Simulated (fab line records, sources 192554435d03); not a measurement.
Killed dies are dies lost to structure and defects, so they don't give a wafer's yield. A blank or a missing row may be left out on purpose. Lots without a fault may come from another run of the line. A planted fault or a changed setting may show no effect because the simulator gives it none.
Tool commonality check | flow n5_finfet | 9 lots, 27 wafers sampled

WHY IT WAS OPENED
At N5_BEOL_M5_OVL_MEAS_29 the reading V4_OVL is flagged on 2 of 9 lots. Wafers without a fault read -0.2 nm, standard deviation 0.62.
Rule: a lot is flagged when every wafer of it that has a number lies more than 4 standard deviations from that mean, or none has a number. The other lots count as sound.

lot  | measured     | on         | V4_OVL (nm), wafer by wafer | flag
L309 | day 9 02:19  | overlay-01 | 0.8 0.0 0.9                 |
L312 | day 10 01:33 | overlay-01 | 0.3 -0.8 0.0                |
L313 | day 10 05:38 | overlay-01 | -0.8 -0.7 -1.0              |
L315 | day 10 22:47 | overlay-02 | 0.5 -0.2 0.1                |
L324 | day 12 11:13 | overlay-01 | -0.9 -0.6 0.3               |
L325 | day 12 17:23 | overlay-02 | 6.8 6.7 6.2                 | FLAGGED
L323 | day 12 21:00 | overlay-02 | 7.0 7.9 6.8                 | FLAGGED
L328 | day 13 18:05 | overlay-01 | 0.3 0.1 0.1                 |
L329 | day 13 18:08 | overlay-02 | 1.3 0.2 0.6                 |
The numbers of the flagged lots are 6.9 nm on average: +7.1 nm against the usual, or +11 standard deviations.

WHICH TOOL RAN EACH LOT
The record holds 2 process steps before the reading, out of a route of 1938 steps. In each cell: the tool, then ch and the chambers that the sampled wafers went through, then the start.
lot  | flag    | N5_BEOL_M5_ETCH_61                 | N5_BEOL_M5_EXPOSE_25
L309 |         | rie_diel-05 ch 1,2,3, day 9 01:13  | euv_scanner-01 ch 0, day 9 02:10
L312 |         | rie_diel-05 ch 0,3, day 9 22:46    | euv_scanner-01 ch 0, day 10 01:23
L313 |         | rie_diel-05 ch 0,2,3, day 10 03:08 | euv_scanner-02 ch 0, day 10 05:28
L315 |         | rie_diel-06 ch 0,2, day 10 20:50   | euv_scanner-02 ch 0, day 10 22:37
L324 |         | rie_diel-06 ch 0,1,2, day 12 08:59 | euv_scanner-01 ch 0, day 12 11:04
L325 | FLAGGED | rie_diel-06 ch 0,1,3, day 12 12:43 | euv_scanner-01 ch 0, day 12 17:14
L323 | FLAGGED | rie_diel-03 ch 1,2,3, day 12 19:02 | euv_scanner-01 ch 0, day 12 20:49
L328 |         | rie_diel-03 ch 0,2, day 13 16:01   | euv_scanner-02 ch 0, day 13 17:55
L329 |         | rie_diel-06 ch 1,2,3, day 13 15:52 | euv_scanner-02 ch 0, day 13 17:58
What these steps do:
- N5_BEOL_M5_ETCH_61: etches SiARC in CF4, target depth 15.6 nm, time 26 s.
- N5_BEOL_M5_EXPOSE_25: exposes mask V4, defocus 10 nm.
- N5_BEOL_M5_OVL_MEAS_29

FLAGGED OVER TOTAL, TOOL BY TOOL (the gauges that took the reading come last)
step                   | tool           | lots run | flagged | share of the flagged lots | sound lots run after its first flagged lot
N5_BEOL_M5_ETCH_61     | rie_diel-03    | 2        | 1       | some                      | 1 (L328)
N5_BEOL_M5_ETCH_61     | rie_diel-05    | 3        | 0       | none                      | -
N5_BEOL_M5_ETCH_61     | rie_diel-06    | 4        | 1       | some                      | 1 (L329)
N5_BEOL_M5_EXPOSE_25   | euv_scanner-01 | 5        | 2       | all                       | 0
N5_BEOL_M5_EXPOSE_25   | euv_scanner-02 | 4        | 0       | none                      | -
N5_BEOL_M5_OVL_MEAS_29 | overlay-01     | 5        | 0       | none                      | -
N5_BEOL_M5_OVL_MEAS_29 | overlay-02     | 4        | 2       | all                       | 1 (L329)

WHAT THE TABLE ALLOWS
2 rows of the table ran every flagged lot: euv_scanner-01 at N5_BEOL_M5_EXPOSE_25, overlay-02 at N5_BEOL_M5_OVL_MEAS_29.
- euv_scanner-01 at N5_BEOL_M5_EXPOSE_25: 2 of its 5 lots flagged. Its last sound lot is L324 (day 12 11:04), its first flagged lot L325 (day 12 17:14): a fault that began between those two fits.
- overlay-02 at N5_BEOL_M5_OVL_MEAS_29: 2 of its 4 lots flagged. Sound lots ran on it after the first flagged one (L329), which a lasting fault on the whole tool wouldn't allow.
One tool is left: euv_scanner-01 at N5_BEOL_M5_EXPOSE_25.

WHAT THE SIMULATOR HAD PUT IN
Scanner matching overlay: euv_scanner-01, from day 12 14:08 on, at N5_BEOL_M5_EXPOSE_25. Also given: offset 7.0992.
Lots struck among those shown: L325, L323. The rule above found the same.
